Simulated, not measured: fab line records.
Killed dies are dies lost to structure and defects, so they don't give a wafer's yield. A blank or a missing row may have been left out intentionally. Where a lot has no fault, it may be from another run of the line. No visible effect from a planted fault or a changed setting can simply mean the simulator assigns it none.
What tool caused it? / flow nandHarc / route of 1302 steps, sampled at 1 step: 24 lots, 72 wafers

## WHAT EACH GAUGE READ, for each wafer
NHARC_A_ONON_D2_THK_MEAS_27: measures by ellipsometry. Usual: 999 nm for thkNm, sd 10.
lot=L074; measured=day 12 23:19; on=filmMetro-01; thkNm (nm)=1000 1002 1000; flag=
lot=L075; measured=day 13 20:55; on=filmMetro-01; thkNm (nm)=998 999 999; flag=
lot=L076; measured=day 13 20:57; on=filmMetro-02; thkNm (nm)=1013 1013 1015; flag=
lot=L077; measured=day 14 08:33; on=filmMetro-01; thkNm (nm)=1005 1007 1009; flag=
lot=L078; measured=day 14 14:55; on=filmMetro-01; thkNm (nm)=980 982 981; flag=
lot=L079; measured=day 15 08:53; on=filmMetro-01; thkNm (nm)=996 996 994; flag=
lot=L081; measured=day 15 16:14; on=filmMetro-01; thkNm (nm)=981 984 981; flag=
lot=L080; measured=day 15 16:15; on=filmMetro-02; thkNm (nm)=989 990 990; flag=
lot=L082; measured=day 16 01:46; on=filmMetro-01; thkNm (nm)=1014 1014 1011; flag=
lot=L083; measured=day 17 04:42; on=filmMetro-02; thkNm (nm)=1001 999 1001; flag=
lot=L085; measured=day 17 08:28; on=filmMetro-01; thkNm (nm)=992 994 993; flag=
lot=L084; measured=day 17 08:28; on=filmMetro-02; thkNm (nm)=1007 1006 1007; flag=
lot=L086; measured=day 17 23:24; on=filmMetro-01; thkNm (nm)=1012 1010 1010; flag=
lot=L087; measured=day 18 11:19; on=filmMetro-02; thkNm (nm)=987 988 985; flag=
lot=L089; measured=day 19 08:18; on=filmMetro-01; thkNm (nm)=995 993 996; flag=
lot=L088; measured=day 19 08:18; on=filmMetro-02; thkNm (nm)=1016 1016 1014; flag=
lot=L090; measured=day 19 13:38; on=filmMetro-02; thkNm (nm)=1002 1004 1003; flag=
lot=L091; measured=day 19 13:39; on=filmMetro-01; thkNm (nm)=986 986 988; flag=
lot=L092; measured=day 20 14:21; on=filmMetro-02; thkNm (nm)=994 997 996; flag=
lot=L093; measured=day 20 14:23; on=filmMetro-01; thkNm (nm)=1012 1012 1011; flag=
lot=L094; measured=day 21 18:29; on=filmMetro-01; thkNm (nm)=1003 1003 1003; flag=
lot=L095; measured=day 21 22:58; on=filmMetro-02; thkNm (nm)=992 994 995; flag=
lot=L097; measured=day 22 13:08; on=filmMetro-02; thkNm (nm)=1004 1004 1004; flag=
lot=L096; measured=day 22 13:17; on=filmMetro-02; thkNm (nm)=989 989 989; flag=

## EACH LOT AND THE TOOL THAT RAN IT (in order: tool; ch and the chambers of the sampled wafers; start)
Record: no process step prior to these readings.

## WHAT THE TOOLS THEMSELVES READ (means of the sampled wafers that have a number; where no wafer has one, the mark that the record gives instead)
The record holds no such reading with a usual standard deviation.

## THE ANSWER, worked out from the rows above alone
Rule: lot off if the mean of its wafers having a number is beyond 3 standard deviations from the usual mean. Also off: a lot with no number at a reading for which 4 or more lots have one. The other lots that the step has rows for count as sound. After the gauges, taken in route order, come the tools' own readings; for these a lot's mean is taken, as printed above. At the first step where some lot is off, the reading lying furthest off is the one used; lots without a number count as furthest.
None of the lots is off at any reading shown; this tells nothing.

## WHAT THE SIMULATOR PUT IN
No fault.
